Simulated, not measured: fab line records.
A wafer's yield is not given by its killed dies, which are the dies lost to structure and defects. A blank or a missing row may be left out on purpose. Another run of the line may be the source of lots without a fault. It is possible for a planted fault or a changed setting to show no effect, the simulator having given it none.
Split-lot trial :: flow n5_finfet :: 36 wafers read across 7 lots, on a route 1938 steps long

ABOUT THE SPLIT
At N5_PASSIVATION_DEVELOP_43 (develop time 60 s), the setting develop_time_s was moved away from the recipe's 60 s on 14 of the 36 wafers read, by -51.1% to +56.9%. The other wafers ran this setting at the recipe's value.

FROM THE SPLIT ON TO THE READING: in between, the file shows 1 step
- N5_PASSIVATION_HARDBAKE_45: time 120 s

THE READING
cd_nm, in nm, at N5_PASSIVATION_CD_MEAS_44 (target cd 40000 nm). A value of 40001 nm with a standard deviation of 5.1 nm is what fault-free wafers of this fab line usually give.

wafer: L082.1
tool, chamber at the split: litho_track-04, 0
develop_time_s as run, s: 60
against the recipe: recipe
cd_nm, nm: 40003
against lot-mates on the recipe: -

wafer: L082.2
tool, chamber at the split: litho_track-04, 0
develop_time_s as run, s: 31.96
against the recipe: -46.7%
cd_nm, nm: 39971
against lot-mates on the recipe: -25

wafer: L082.3
tool, chamber at the split: litho_track-04, 0
develop_time_s as run, s: 60
against the recipe: recipe
cd_nm, nm: 39995
against lot-mates on the recipe: -

wafer: L082.4
tool, chamber at the split: litho_track-04, 0
develop_time_s as run, s: 60
against the recipe: recipe
cd_nm, nm: 39991
against lot-mates on the recipe: -

wafer: L082.5
tool, chamber at the split: litho_track-04, 0
develop_time_s as run, s: 31.96
against the recipe: -46.7%
cd_nm, nm: 39969
against lot-mates on the recipe: -27

wafer: L082.6
tool, chamber at the split: litho_track-04, 0
develop_time_s as run, s: 31.96
against the recipe: -46.7%
cd_nm, nm: 39963
against lot-mates on the recipe: -33

wafer: L080.1
tool, chamber at the split: litho_track-05, 0
develop_time_s as run, s: 60
against the recipe: recipe
cd_nm, nm: 40000
against lot-mates on the recipe: -

wafer: L080.2
tool, chamber at the split: litho_track-05, 0
develop_time_s as run, s: 60
against the recipe: recipe
cd_nm, nm: 40004
against lot-mates on the recipe: -

wafer: L080.3
tool, chamber at the split: litho_track-05, 0
develop_time_s as run, s: 60
against the recipe: recipe
cd_nm, nm: 40004
against lot-mates on the recipe: -

wafer: L080.4
tool, chamber at the split: litho_track-05, 0
develop_time_s as run, s: 60
against the recipe: recipe
cd_nm, nm: 40008
against lot-mates on the recipe: -

wafer: L080.5
tool, chamber at the split: litho_track-05, 0
develop_time_s as run, s: 60
against the recipe: recipe
cd_nm, nm: 40010
against lot-mates on the recipe: -

wafer: L080.6
tool, chamber at the split: litho_track-05, 0
develop_time_s as run, s: 60
against the recipe: recipe
cd_nm, nm: 40010
against lot-mates on the recipe: -

wafer: L088.1
tool, chamber at the split: litho_track-04, 0
develop_time_s as run, s: 37.83
against the recipe: -37.0%
cd_nm, nm: 39975
against lot-mates on the recipe: -21

wafer: L088.2
tool, chamber at the split: litho_track-04, 0
develop_time_s as run, s: 37.83
against the recipe: -37.0%
cd_nm, nm: 39975
against lot-mates on the recipe: -21

wafer: L088.3
tool, chamber at the split: litho_track-04, 0
develop_time_s as run, s: 60
against the recipe: recipe
cd_nm, nm: 39998
against lot-mates on the recipe: -

wafer: L088.4
tool, chamber at the split: litho_track-04, 0
develop_time_s as run, s: 60
against the recipe: recipe
cd_nm, nm: 39991
against lot-mates on the recipe: -

wafer: L088.5
tool, chamber at the split: litho_track-04, 0
develop_time_s as run, s: 37.83
against the recipe: -37.0%
cd_nm, nm: 39980
against lot-mates on the recipe: -16

wafer: L088.6
tool, chamber at the split: litho_track-04, 0
develop_time_s as run, s: 60
against the recipe: recipe
cd_nm, nm: 40000
against lot-mates on the recipe: -

wafer: L092.2
tool, chamber at the split: litho_track-04, 0
develop_time_s as run, s: 60
against the recipe: recipe
cd_nm, nm: 40003
against lot-mates on the recipe: -

wafer: L092.3
tool, chamber at the split: litho_track-04, 0
develop_time_s as run, s: 60
against the recipe: recipe
cd_nm, nm: 40004
against lot-mates on the recipe: -

wafer: L092.6
tool, chamber at the split: litho_track-04, 0
develop_time_s as run, s: 60
against the recipe: recipe
cd_nm, nm: 40001
against lot-mates on the recipe: -

wafer: L094.1
tool, chamber at the split: litho_track-02, 0
develop_time_s as run, s: 60
against the recipe: recipe
cd_nm, nm: 40003
against lot-mates on the recipe: -

wafer: L094.2
tool, chamber at the split: litho_track-02, 0
develop_time_s as run, s: 60
against the recipe: recipe
cd_nm, nm: 40000
against lot-mates on the recipe: -

wafer: L094.3
tool, chamber at the split: litho_track-02, 0
develop_time_s as run, s: 60
against the recipe: recipe
cd_nm, nm: 39998
against lot-mates on the recipe: -

wafer: L094.4
tool, chamber at the split: litho_track-02, 0
develop_time_s as run, s: 29.35
against the recipe: -51.1%
cd_nm, nm: 39973
against lot-mates on the recipe: -27

wafer: L094.5
tool, chamber at the split: litho_track-02, 0
develop_time_s as run, s: 29.35
against the recipe: -51.1%
cd_nm, nm: 39971
against lot-mates on the recipe: -29

wafer: L094.6
tool, chamber at the split: litho_track-02, 0
develop_time_s as run, s: 29.35
against the recipe: -51.1%
cd_nm, nm: 39968
against lot-mates on the recipe: -32

wafer: L097.1
tool, chamber at the split: litho_track-04, 0
develop_time_s as run, s: 47.15
against the recipe: -21.4%
cd_nm, nm: 39993
against lot-mates on the recipe: -2

wafer: L097.4
tool, chamber at the split: litho_track-04, 0
develop_time_s as run, s: 47.15
against the recipe: -21.4%
cd_nm, nm: 39990
against lot-mates on the recipe: -5

wafer: L097.6
tool, chamber at the split: litho_track-04, 0
develop_time_s as run, s: 60
against the recipe: recipe
cd_nm, nm: 39995
against lot-mates on the recipe: -

wafer: L095.1
tool, chamber at the split: litho_track-02, 0
develop_time_s as run, s: 94.11
against the recipe: +56.9%
cd_nm, nm: 40020
against lot-mates on the recipe: +16

wafer: L095.2
tool, chamber at the split: litho_track-02, 0
develop_time_s as run, s: 60
against the recipe: recipe
cd_nm, nm: 40004
against lot-mates on the recipe: -

wafer: L095.3
tool, chamber at the split: litho_track-02, 0
develop_time_s as run, s: 94.11
against the recipe: +56.9%
cd_nm, nm: 40022
against lot-mates on the recipe: +18

wafer: L095.4
tool, chamber at the split: litho_track-02, 0
develop_time_s as run, s: 60
against the recipe: recipe
cd_nm, nm: 40003
against lot-mates on the recipe: -

wafer: L095.5
tool, chamber at the split: litho_track-02, 0
develop_time_s as run, s: 94.11
against the recipe: +56.9%
cd_nm, nm: 40018
against lot-mates on the recipe: +14

wafer: L095.6
tool, chamber at the split: litho_track-02, 0
develop_time_s as run, s: 60
against the recipe: recipe
cd_nm, nm: 40004
against lot-mates on the recipe: -

THE FIT
A straight line over all 36 wafers: cd_nm changes by +0.519 nm for each +1% of develop_time_s; r = +0.93; the points scatter about the line by 5.9 nm.
The same after taking each lot's own level away (the mean of its wafers on the recipe; 36 wafers): +0.453 nm for each +1%; r = +0.93; scatter 5 nm.
According to that fit, moving develop_time_s by its largest amount changes the reading by 26 nm.
Measured against the standard deviation above, the lots' own levels, which go from 39995.0 to 40006.0 nm, span 2.2 times it.
So the slope is not independent of the lot-to-lot level: the two fits are not the same.
Check: with one of the wafers moved furthest among these (+56.9%) left out of the fit, the line predicts +25.6 nm for it against its lot-mates. It came out at +16.3 nm against them.

THESE WAFERS: OTHER SPLITS
These wafers also went through other splits before the reading. Each is held against what the fit with the lots' levels taken away leaves over:
other split on the same wafers: N5_BEOL_M14_SPUTTER_43 target_thk_a
wafers away from the commonest value: 13
r with cd_nm (lot level and that fit taken away): +0.14

other split on the same wafers: N5_MIM_TOP_SPUTTER_03 target_thk_a
wafers away from the commonest value: 16
r with cd_nm (lot level and that fit taken away): +0.15

FILE'S OWN FIT
cd_nm changes by +0.477 nm for each +1% of develop_time_s, r = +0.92.
